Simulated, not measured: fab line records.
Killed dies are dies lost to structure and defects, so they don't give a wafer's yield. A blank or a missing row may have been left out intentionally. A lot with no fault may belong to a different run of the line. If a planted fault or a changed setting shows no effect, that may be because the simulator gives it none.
Problem report, 8D (eight disciplines) form, completed by code / flow nand-harc / the parts of the form that need people (team, actions taken, sign-off) are left out

## 1. WHAT IS WRONG
run-length-s at NHARC_A_CONTACT_ETCH_75 reads a mean of 71.1 s on 5 wafers of 3 lots; wafers without a fault read 86.3 s with a standard deviation of 0.44. Relative to the usual mean, that is a shift of -34 standard deviations.
The step: etches the open film in CF4, target depth 39 nm, time 65 s.
First observed at day 20 14:19: wafer L581.2, on rie-diel-05. The record holds 43 wafers of 15 lots with a number at this step. Rule for "out", or "out of limits": more than 4 standard deviations from the usual mean. The other wafers with a number count as sound.

## 2. WHAT IT IS, AND WHAT IT ISN'T
question=which readings at this step | is=run-length-s | is not=drypump-motor-current-A, oes-product-au, rf-vpp-V, showerhead-plenum-p-Torr, throttle-valve-pct
question=which lots | is=L578, L581, L582 | is not=L567, L568, L569, L570, L571, L572, L573, L574, L576, L587, L589, L590
question=which wafers of those lots | is=L578.2, L578.4, L581.2, L582.2, L582.4 | is not=L578.6, L581.6
question=read on which tools | is=rie-diel-05 | is not=rie-diel-01, rie-diel-13
question=when | is=from day 20 14:19 | is not=up to then (28 sound wafers); but 10 sound wafers of L578, L587, L589, L590 came after

## 3. THE SUSPECTS, EACH WITH WHAT RULES IT OUT
Counting: any tool at a process step up to the reading remains a suspect provided it ran every lot that is out. Sound lots after the first of them don't rule it out here, since some wafers of a struck lot are sound.
- rie-diel-05 at NHARC_A_CONTACT_ETCH_75 (etches the open film in CF4, target depth 39 nm, time 65 s): kept. It processed each lot that is out (first: L581, day 20 14:19); up to then, its last sound lot is L574 (day 18 14:50). Out on those wafers are its own readings of run-length-s.
The count leaves rie-diel-05 at NHARC_A_CONTACT_ETCH_75.

## 4. THE CAUSE (what the simulator had put in)
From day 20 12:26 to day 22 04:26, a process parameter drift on rie-diel-05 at NHARC_A_CONTACT_ETCH_75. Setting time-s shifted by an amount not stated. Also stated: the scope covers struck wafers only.
This tool alone remained once counting was done.

## 5. SEQUENCE OF EFFECTS, ordered by route
Each row: a reading where the mean over the struck wafers with a number is more than 3 standard deviations away from the usual. Only readings for which the record gives a usual standard deviation are gone through. hours: the time from each lot's start at the first step in this table that gives one to its start at this step, as a median over the lots. sigmas: the change in usual standard deviations.
hours=0; step=NHARC_A_CONTACT_ETCH_75; reading=run-length-s; usual=86.3 s; on struck wafers=71.1; change=-15.2; sigmas=-34
Here are the process steps it includes:
- NHARC_A_CONTACT_ETCH_75: etches the open film in CF4, target depth 39 nm, time 65 s.

## 6. WHAT WOULD HAVE CAUGHT IT SOONER
The fault began at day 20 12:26; the first out-of-limits reading in this record came at day 20 14:19, 2 hours later.
